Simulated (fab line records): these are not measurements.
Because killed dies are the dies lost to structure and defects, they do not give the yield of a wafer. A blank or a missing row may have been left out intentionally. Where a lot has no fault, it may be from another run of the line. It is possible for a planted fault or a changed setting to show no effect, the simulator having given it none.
fab line records	flow n5-finfet
record lots=5	wafers=15	last-day=18
route steps=1938 shown BEOL_M4@1091 PASSIVATION@1936
lots with no fault: from the same line, run without faults
start-h: hours from the record's first day to the start of the lot's first wafer shown	wait-h: time in hours since the lot's previous step	" as in the row above	L1.1+2: a row that stands for several wafers	- either no value or no given start	* or withheld: withheld	< > ~ a bound
route shown NAME@n: names a module that has steps shown in the file, with the first one's number in the route	usual: mean/standard deviation taken from wafers without a fault	same: alike in all rows	chamber/n: place in a boat	sites: each site's reading	_std_site: the values' standard deviation	_edge_site: mean of outer sites minus mean of inner sites	radius-mm: for every site, how far away it sits from the centre of the wafer	mask NAME#n: copy n	behind: tool/chamber where the wafer was last shaped	hold: why the lot went on hold/how many hours it stayed there/how the hold came to an end	device: whichever transistor did not switch (one of n, p or np)	end of line: at the end of the route, the tests of the same wafers	step lacking rows: just its recipe	killed: not the wafer's yield, but the dies lost to structure and defects at the first sort	map: a wafer's dies, marking killed ones x, the rest . and places with no die _
set.NAME: the setting the step ran with; set.NAME@STEP: the setting that earlier step ran with	model.NAME: the simulator's own value behind a step, which no gauge read
lots seen at some steps along the route; tables by step, rows by wafer
services: a tool's chamber out of use, with start hour (start-h, from the record's first day; less than 0 if before it), hours out, and reason
## steps
# step N5_BEOL_M4_ANNEAL_87
# recipe temp-c=400	time-s=240	ambient=vacuum
# step N5_BEOL_M4_SPUTTER_88
# recipe material=Cu	target-thk-a=45	temp-c=-20	chamber-pressure-pa=0.07	power-w=withheld	time-s=8.29
# step N5_BEOL_M4_ANNEAL_89
# recipe temp-c=400	time-s=240	ambient=vacuum
# step N5_BEOL_M4_SPUTTER_90
# recipe material=Cu	target-thk-a=45	temp-c=-20	chamber-pressure-pa=0.07	power-w=withheld	time-s=8.29
# step N5_BEOL_M4_ANNEAL_91
# recipe temp-c=400	time-s=240	ambient=vacuum
# step N5_BEOL_M4_SPUTTER_92
# recipe material=Cu	target-thk-a=45	temp-c=-20	chamber-pressure-pa=0.07	power-w=withheld	time-s=8.29
# step N5_BEOL_M4_ANNEAL_93
# recipe temp-c=400	time-s=240	ambient=vacuum
# step N5_BEOL_M4_SPUTTER_94
# recipe material=Cu	target-thk-a=45	temp-c=-20	chamber-pressure-pa=0.07	power-w=withheld	time-s=8.29
# step N5_BEOL_M4_ANNEAL_95
# recipe temp-c=400	time-s=240	ambient=vacuum
# step N5_BEOL_M4_SPUTTER_96
# recipe material=Cu	target-thk-a=45	temp-c=-20	chamber-pressure-pa=0.07	power-w=withheld	time-s=8.29
# step N5_BEOL_M4_ECD_50
# recipe material=Cu	target-thk-a=3000
# step N5_BEOL_M4_ANNEAL_51
# recipe temp-c=225	time-s=90	ambient=N2
# step N5_BEOL_M4_CMP_52
# recipe stop-on=SiOC	t-overpolish-s=6.8	down-force-psi=1	platen-rpm=50	clearing-platen-down-force-psi=1.5	clearing-platen-rpm=50	post-cmp-clean=cu-alkaline	target-thk-nm=40	clearing-platen-pad-velocity-m-s=0.99484	pad-velocity-m-s=0.99484
# usual barrier-field-endpoint-s=24.9/0.65	clearing-platen-down-force-psi=1.5002/0.003	clearing-platen-rpm=50.002/0.029	edge-zone-pressure-frac=0.999/0.0054	motor-current-A=5.8/0.5	overpolish-run-s=6.799/0.009	retaining-ring-pressure-frac=1.000/0.0048	slurry-filter-dp-kPa=13.50/0.14	time-to-endpoint-s=63/3.4
lot.wafer	tool	chamber	start-h	wait-h	barrier-field-endpoint-s	clearing-platen-down-force-psi	clearing-platen-rpm	edge-zone-pressure-frac	motor-current-A	overpolish-run-s	retaining-ring-pressure-frac	slurry-filter-dp-kPa	time-to-endpoint-s	model.Cu_of_BEOL_M4_ECD_50.thk-nm	model.SiO2_of_BEOL_M4_PECVD_72.thk-nm	model.SiOC_of_BEOL_M4_ILD_DEP_00.thk-nm
L253.2	cmp-02	1	241.06	0.2	-	-	-	-	-	-	-	-	-	303.4	15.4	78.4
L253.3	"	2	"	"	-	-	-	-	-	-	-	-	-	306.2	15.8	79.6
L253.5	"	0	"	"	-	-	-	-	-	-	-	-	-	303	16	78
L254.2	cmp-02	2	248.75	0.2	-	-	-	-	-	-	-	-	-	295.4	15.8	78.8
L254.4	"	0	"	"	-	-	-	-	-	-	-	-	-	300.2	15.8	80.2
L254.6	"	3	"	"	-	-	-	-	-	-	-	-	-	300.8	15.8	78.6
L255.2	cmp-02	3	257.21	0.2	-	-	-	-	-	-	-	-	-	299.6	15.6	80.4
L255.3	"	1	"	"	-	-	-	-	-	-	-	-	-	301.8	15.6	78.8
L255.6	"	0	"	"	-	-	-	-	-	-	-	-	-	300	16	79.8
L259.1	cmp-01	0	276.64	0.3	25.1	1.4958	50.016	1.003	5.6	6.802	0.996	13.41	66	41.2	0	75.6
L259.4	"	3	"	"	24.9	1.5038	50.021	0.995	4.8	6.787	1.003	13.64	62	39.6	0	76.4
L259.5	"	1	"	"	25.5	1.4982	50.016	1.000	6.1	6.802	0.997	13.26	66	39.2	0	76.4
L264.2	cmp-02	0	313.58	0.2	25.8	1.4985	50.044	1.001	6.2	6.814	0.995	13.49	69	42	0	73.6
L264.4	"	2	"	"	25.1	1.5020	49.988	1.006	6.3	6.801	0.997	13.35	68	41.2	0	78.6
L264.6	"	1	"	"	25.5	1.5008	50.032	1.004	6.4	6.803	1.002	13.51	65	41.6	0	75.4
# step N5_BEOL_M4_THK_MEAS_53
# recipe thk-meas-gauge=xrf	reads=Cu_of_BEOL_M4_ECD_50
# usual M4_THK=40.2/1.4
lot.wafer	tool	chamber	start-h	wait-h	M4_THK[nm]
L253.2	film-metro-01	-	241.32	0.2	296.8
L253.3	"	-	"	"	298.4
L253.5	"	-	"	"	297.6
L254.2	film-metro-01	-	249.05	0.3	289.1
L254.4	"	-	"	"	293.9
L254.6	"	-	"	"	295.1
L255.2	film-metro-01	-	257.50	0.3	295.0
L255.3	"	-	"	"	296.7
L255.6	"	-	"	"	294.8
L259.1	film-metro-02	-	276.94	-	41.1
L259.4	"	-	"	"	39.6
L259.5	"	-	"	"	39.2
L264.2	film-metro-02	-	313.88	-	41.7
L264.4	"	-	"	"	41.0
L264.6	"	-	"	"	41.4
# step N5_BEOL_M4_PRE_CLEAN_60
# recipe gas=NH3/H2	time-s=15	temp-c=*	rf-power-w=300
# step N5_BEOL_M4_CO_CAP_55
# recipe material=Co	target-thk-a=20	temp-c=200	precursor=CCTBA/H2	pressure-torr=30	time-s=102.1
# step N5_BEOL_M4_PRE_CLEAN_56
# recipe gas=NH3	time-s=15	temp-c=withheld	rf-power-w=300
# step N5_BEOL_M4_DEP_57
# recipe material=SiCN	target-thk-a=80	temp-c=withheld	precursor=3MS/NH3	pressure-torr=3	rf-w=202	time-s=14
# step N5_BEOL_M4_RS_MEAS_58
# recipe thk-meas-gauge=four-point-probe	reads=Co_of_BEOL_M4_CO_CAP_55+Cu_of_BEOL_M4_ECD_50+Co_of_BEOL_M4_CVD_47+TaN_of_BEOL_M4_ALD_84
# usual M4_RS=0.658/0.028
lot.wafer	tool	chamber	start-h	wait-h	M4_RS[ohm/sq]
L253.2	film-metro-02	-	241.61	0.1	0.058
L253.3	"	-	"	"	0.057
L253.5	"	-	"	"	0.058
L254.2	film-metro-02	-	249.34	0.1	0.059
L254.4	"	-	"	"	0.058
L254.6	"	-	"	"	0.058
L255.2	film-metro-01	-	257.76	0.1	0.058
L255.3	"	-	"	"	0.058
L255.6	"	-	"	"	0.058
L259.1	film-metro-01	-	277.23	0.1	0.643
L259.4	"	-	"	"	0.677
L259.5	"	-	"	"	0.687
L264.2	film-metro-02	-	314.15	0.1	0.627
L264.4	"	-	"	"	0.646
L264.6	"	-	"	"	0.636
# step N5_BEOL_M4_INSPECT_59
# recipe inspect-instrument=darkfield	mode=post-dep
# usual raw-defect-count=66/23
lot.wafer	tool	chamber	start-h	wait-h	raw-defect-count
L253.2	defect-inspect-01	-	241.63	0.0	5068
L253.3	"	-	"	"	4996
L253.5	"	-	"	"	5121
L254.2	defect-inspect-01	-	249.36	0.0	5006
L254.4	"	-	"	"	5020
L254.6	"	-	"	"	4868
L255.2	defect-inspect-02	-	257.79	0.0	5105
L255.3	"	-	"	"	4945
L255.6	"	-	"	"	4995
L259.1	defect-inspect-01	-	277.25	0.0	79
L259.4	"	-	"	"	52
L259.5	"	-	"	"	62
L264.2	defect-inspect-02	-	314.18	0.0	62
L264.4	"	-	"	"	55
L264.6	"	-	"	"	69
# step N5_BEOL_M4_RC_MEAS_101
# usual DIBL_N=35.8/1.6	DIBL_P=36.0/1.9	IOFF_N=0.151/0.029	IOFF_P=0.21/0.037	ION_N=673/12	ION_P=463/7.3	SS_N=71.5/0.58	SS_P=73.2/0.61	VT_N=251/3.3	VT_P=-250/3.3
lot.wafer	tool	chamber	start-h	wait-h	DIBL_N[mV/V]	DIBL_P[mV/V]	IOFF_N[nA/um]	IOFF_P[nA/um]	ION_N[uA/um]	ION_P[uA/um]	SS_N[mV/dec]	SS_P[mV/dec]	VT_N[mV]	VT_P[mV]
L259.1	prober-01	0	277.28	0.0	36.1	36.7	0.174	0.22	691	473	71.8	73.6	247	-252
L259.4	"	0	"	"	33.0	32.3	0.112	0.16	659	455	70.5	72.4	255	-251
L259.5	"	0	"	"	33.6	33.6	0.128	0.17	677	463	71.3	73.2	252	-251
L264.2	prober-02	0	314.35	0.2	34.0	33.1	0.109	0.16	654	455	71.3	72.6	255	-255
L264.4	"	0	"	"	35.1	34.7	0.127	0.18	667	461	71.6	73.5	254	-255
L264.6	"	0	"	"	35.0	35.0	0.129	0.18	665	455	71.3	72.5	253	-254
# step N5_PASSIVATION_PROBE_49
# usual defect-limited-yield=90.9/1.4	killed_at_M0_to_M3=37/12	killed_at_M4_up=14/5.3	killed-at-contacts=12/6.2	killed-at-front-end=41/11	killed-at-other=3.7/2.9	killed-dies=107/17	killed-on-rim=14/4.4	killed-open=71/12	killed-short=34/7.9	sort_bin_5_function=5.3/0.95	sort_bin_6_memory=3.4/0.7	sort-n-pass=1073/17	sort-yield-pct=90.9/1.5
# same gross-dies=1180	killed-at-back-side=0	sort_bin_4_leakage[%]=0	sort_bin_8_speed[%]=0
lot.wafer	tool	chamber	start-h	wait-h	defect-limited-yield[%]	killed_at_M0_to_M3	killed_at_M4_up	killed-at-contacts	killed-at-front-end	killed-at-other	killed-dies	killed-on-rim	killed-open	killed-short	sort_bin_5_function[%]	sort_bin_6_memory[%]	sort-n-pass	sort-yield-pct[%]
L253.2	prober-02	-	352.86	0.1	0	31	1082	18	48	1	1180	152	70	42	6.0	3.0	0	0
L253.3	prober-02	-	352.91	0.1	0	21	1081	16	56	6	1180	152	67	43	5.8	3.1	0	0
L253.5	prober-02	-	353.01	0.2	0	29	1100	7	41	3	1180	152	64	24	4.3	3.0	0	0
L254.2	prober-01	-	353.41	0.1	0	31	1107	7	32	3	1180	152	60	26	4.2	3.0	0	0
L254.4	prober-01	-	353.51	0.2	0	43	1097	7	31	2	1180	152	62	34	5.5	2.5	0	0
L254.6	prober-01	-	353.61	0.3	0	26	1117	5	30	2	1180	152	60	22	3.6	3.1	0	0
L255.2	prober-01	-	369.50	0.5	0	44	1091	2	39	4	1180	152	71	35	5.0	3.7	0	0
L255.3	prober-01	-	369.55	0.5	0	40	1095	3	38	4	1180	152	70	33	5.4	3.1	0	0
L255.6	prober-01	-	369.70	0.7	0	29	1100	5	43	3	1180	152	65	39	5.3	3.2	0	0
# killed by level:class
L253.2 BEOL_M4:area-cmp=1068 STI_FIN_REVEAL:geometric-particle:open=14 MOL_CONTACT_COAG:geometric-particle:open=12 DUMMY_GATE:geometric-particle:open=9 BEOL_M0_SAQP:geometric-particle:short=8 GATE_CUT:geometric-particle:short=7 BEOL_M0_SAQP:geometric-particle:open=7 FIN_SAQP:geometric-particle:short=6
L253.3 BEOL_M4:area-cmp=1070 MOL_CONTACT_COAG:geometric-particle:open=13 STI_FIN_REVEAL:geometric-particle:open=10 FIN_SAQP:geometric-particle:open=7 FIN_SAQP:geometric-particle:short=7 GATE_CUT:geometric-particle:short=7 DUMMY_GATE:geometric-particle:open=6 BEOL_M0_SAQP:geometric-particle:open=6
L253.5 BEOL_M4:area-cmp=1092 STI_FIN_REVEAL:geometric-particle:open=12 DUMMY_GATE:geometric-particle:open=7 BEOL_M2:geometric-particle:open=7 MOL_CONTACT_COAG:geometric-particle:open=7 BEOL_M0_SAQP:geometric-particle:open=7 BEOL_M0_SAQP:geometric-particle:short=6 GATE_CUT:geometric-particle:short=4
L254.2 BEOL_M4:area-cmp=1093 BEOL_M2:geometric-particle:open=9 MOL_CONTACT_COAG:geometric-particle:open=7 FIN_SAQP:geometric-particle:open=6 GATE_CUT:geometric-particle:open=5 BEOL_M0_SAQP:geometric-particle:short=5 BEOL_M2:geometric-particle:short=5 STARTING-WAFER:geometric-particle:short=5
L254.4 BEOL_M4:area-cmp=1083 BEOL_M2:geometric-particle:open=13 BEOL_M4:geometric-particle:open=10 BEOL_M1:geometric-particle:open=9 GATE_CUT:geometric-particle:short=8 FIN_SAQP:geometric-particle:short=7 MOL_CONTACT_COAG:geometric-particle:open=7 BEOL_M0_SAQP:geometric-particle:short=7
L254.6 BEOL_M4:area-cmp=1097 BEOL_M4:geometric-particle:open=14 BEOL_M2:geometric-particle:open=10 FIN_SAQP:geometric-particle:open=9 BEOL_M1:geometric-particle:open=6 STI_FIN_REVEAL:geometric-particle:open=4 MOL_CONTACT_COAG:geometric-particle:open=4 FIN_SAQP:geometric-particle:short=3
L255.2 BEOL_M4:area-cmp=1072 FIN_SAQP:geometric-particle:open=17 BEOL_M0_SAQP:geometric-particle:short=16 BEOL_M0_SAQP:geometric-particle:open=12 BEOL_M4:geometric-particle:open=12 BEOL_M2:geometric-particle:open=8 FIN_SAQP:geometric-particle:short=7 GATE_CUT:geometric-particle:short=4
L255.3 BEOL_M4:area-cmp=1077 FIN_SAQP:geometric-particle:open=12 BEOL_M4:geometric-particle:open=10 BEOL_M1:geometric-particle:open=10 BEOL_M0_SAQP:geometric-particle:open=9 FIN_SAQP:geometric-particle:short=8 BEOL_M0_SAQP:geometric-particle:short=7 BEOL_M2:geometric-particle:open=7
L255.6 BEOL_M4:area-cmp=1076 FIN_SAQP:geometric-particle:short=14 BEOL_M2:geometric-particle:open=11 FIN_SAQP:geometric-particle:open=10 BEOL_M4:geometric-particle:open=9 BEOL_M0_SAQP:geometric-particle:short=8 BEOL_M8:geometric-particle:open=7 STI_FIN_REVEAL:geometric-particle:open=5
# map L253.2 (x killed, . not)
_________________xxxxxxxxxxxx________________
______________xxxxxxxxxxxxxxxxxx_____________
___________xxxxxxxxxxxxxxxxxxxxxxxx__________
__________xxxxxxxxxxxxxxxxxxxxxxxxxx_________
________xxxxxxxxxxxxxxxxxxxxxxxxxxxxxx_______
_______xxxxxxxxxxxxxxxxxxxxxxxxxxxxxxxx______
______xxxxxxxxxxxxxxxxxxxxxxxxxxxxxxxxxx_____
_____xxxxxxxxxxxxxxxxxxxxxxxxxxxxxxxxxxxx____
____xxxxxxxxxxxxxxxxxxxxxxxxxxxxxxxxxxxxxx___
___xxxxxxxxxxxxxxxxxxxxxxxxxxxxxxxxxxxxxxxx__
___xxxxxxxxxxxxxxxxxxxxxxxxxxxxxxxxxxxxxxxx__
__xxxxxxxxxxxxxxxxxxxxxxxxxxxxxxxxxxxxxxxxxx_
__xxxxxxxxxxxxxxxxxxxxxxxxxxxxxxxxxxxxxxxxxx_
_xxxxxxxxxxxxxxxxxxxxxxxxxxxxxxxxxxxxxxxxxxxx
_xxxxxxxxxxxxxxxxxxxxxxxxxxxxxxxxxxxxxxxxxxxx
_xxxxxxxxxxxxxxxxxxxxxxxxxxxxxxxxxxxxxxxxxxxx
_xxxxxxxxxxxxxxxxxxxxxxxxxxxxxxxxxxxxxxxxxxxx
_xxxxxxxxxxxxxxxxxxxxxxxxxxxxxxxxxxxxxxxxxxxx
_xxxxxxxxxxxxxxxxxxxxxxxxxxxxxxxxxxxxxxxxxxxx
_xxxxxxxxxxxxxxxxxxxxxxxxxxxxxxxxxxxxxxxxxxxx
_xxxxxxxxxxxxxxxxxxxxxxxxxxxxxxxxxxxxxxxxxxxx
__xxxxxxxxxxxxxxxxxxxxxxxxxxxxxxxxxxxxxxxxxx_
__xxxxxxxxxxxxxxxxxxxxxxxxxxxxxxxxxxxxxxxxxx_
___xxxxxxxxxxxxxxxxxxxxxxxxxxxxxxxxxxxxxxxx__
___xxxxxxxxxxxxxxxxxxxxxxxxxxxxxxxxxxxxxxxx__
____xxxxxxxxxxxxxxxxxxxxxxxxxxxxxxxxxxxxxx___
_____xxxxxxxxxxxxxxxxxxxxxxxxxxxxxxxxxxxx____
______xxxxxxxxxxxxxxxxxxxxxxxxxxxxxxxxxx_____
_______xxxxxxxxxxxxxxxxxxxxxxxxxxxxxxxx______
________xxxxxxxxxxxxxxxxxxxxxxxxxxxxxx_______
__________xxxxxxxxxxxxxxxxxxxxxxxxxx_________
___________xxxxxxxxxxxxxxxxxxxxxxxx__________
______________xxxxxxxxxxxxxxxxxx_____________
_________________xxxxxxxxxxxx________________
# map L254.2 (x killed, . not)
_________________xxxxxxxxxxxx________________
______________xxxxxxxxxxxxxxxxxx_____________
___________xxxxxxxxxxxxxxxxxxxxxxxx__________
__________xxxxxxxxxxxxxxxxxxxxxxxxxx_________
________xxxxxxxxxxxxxxxxxxxxxxxxxxxxxx_______
_______xxxxxxxxxxxxxxxxxxxxxxxxxxxxxxxx______
______xxxxxxxxxxxxxxxxxxxxxxxxxxxxxxxxxx_____
_____xxxxxxxxxxxxxxxxxxxxxxxxxxxxxxxxxxxx____
____xxxxxxxxxxxxxxxxxxxxxxxxxxxxxxxxxxxxxx___
___xxxxxxxxxxxxxxxxxxxxxxxxxxxxxxxxxxxxxxxx__
___xxxxxxxxxxxxxxxxxxxxxxxxxxxxxxxxxxxxxxxx__
__xxxxxxxxxxxxxxxxxxxxxxxxxxxxxxxxxxxxxxxxxx_
__xxxxxxxxxxxxxxxxxxxxxxxxxxxxxxxxxxxxxxxxxx_
_xxxxxxxxxxxxxxxxxxxxxxxxxxxxxxxxxxxxxxxxxxxx
_xxxxxxxxxxxxxxxxxxxxxxxxxxxxxxxxxxxxxxxxxxxx
_xxxxxxxxxxxxxxxxxxxxxxxxxxxxxxxxxxxxxxxxxxxx
_xxxxxxxxxxxxxxxxxxxxxxxxxxxxxxxxxxxxxxxxxxxx
_xxxxxxxxxxxxxxxxxxxxxxxxxxxxxxxxxxxxxxxxxxxx
_xxxxxxxxxxxxxxxxxxxxxxxxxxxxxxxxxxxxxxxxxxxx
_xxxxxxxxxxxxxxxxxxxxxxxxxxxxxxxxxxxxxxxxxxxx
_xxxxxxxxxxxxxxxxxxxxxxxxxxxxxxxxxxxxxxxxxxxx
__xxxxxxxxxxxxxxxxxxxxxxxxxxxxxxxxxxxxxxxxxx_
__xxxxxxxxxxxxxxxxxxxxxxxxxxxxxxxxxxxxxxxxxx_
___xxxxxxxxxxxxxxxxxxxxxxxxxxxxxxxxxxxxxxxx__
___xxxxxxxxxxxxxxxxxxxxxxxxxxxxxxxxxxxxxxxx__
____xxxxxxxxxxxxxxxxxxxxxxxxxxxxxxxxxxxxxx___
_____xxxxxxxxxxxxxxxxxxxxxxxxxxxxxxxxxxxx____
______xxxxxxxxxxxxxxxxxxxxxxxxxxxxxxxxxx_____
_______xxxxxxxxxxxxxxxxxxxxxxxxxxxxxxxx______
________xxxxxxxxxxxxxxxxxxxxxxxxxxxxxx_______
__________xxxxxxxxxxxxxxxxxxxxxxxxxx_________
___________xxxxxxxxxxxxxxxxxxxxxxxx__________
______________xxxxxxxxxxxxxxxxxx_____________
_________________xxxxxxxxxxxx________________
## services
tool	chamber	start-h	hours	kind
cmp-01	-	272.91	0.3	repair
cmp-01	-	302.68	5.5	pm
cmp-02	-	305.22	4.0	pm
cmp-02	-	309.22	-	consumable-replace:conditioner
cmp-02	-	309.22	-	consumable-replace:pad
## key
first-sign step=N5_BEOL_M4_CMP_52	reading=tool-record	direction=missing
effect step=N5_BEOL_M4_THK_MEAS_53	reading=M4_THK	direction=up	sigmas=99+	usual=40.2	struck=295.3
effect step=N5_BEOL_M4_RS_MEAS_58	reading=M4_RS	direction=down	sigmas=21	usual=0.658	struck=0.058
effect step=N5_BEOL_M4_INSPECT_59	reading=raw-defect-count	direction=up	sigmas=99+	usual=66	struck=5014
effect step=N5_PASSIVATION_PROBE_49	reading=killed_at_M4_up	direction=up	sigmas=99+	usual=14	struck=1097
model-effect step=N5_BEOL_M4_CMP_52	value=Cu_of_BEOL_M4_ECD_50.thk-nm	without=41.22	struck=301.2
more-kills-born-at N5_BEOL_M4_CMP_52@cmp-02=9728
met-at N5_BEOL_M4_CMP_52
struck-wafers L253.2,L253.3,L253.5,L254.2,L254.4,L254.6,L255.2,L255.3,L255.6
later-rows-left-out L253.2,L253.3,L253.5,L254.2,L254.4,L254.6,L255.2,L255.3,L255.6
fault kind=skipped-step-whole	tool=cmp-02	chamber=-	onset-h=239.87	steps=N5_BEOL_M4_CMP_52	scope=struck-lots-only
# later-rows-left-out: the simulator's readings of these wafers behind a module that went badly wrong aren't trusted and aren't shown, but for the sort
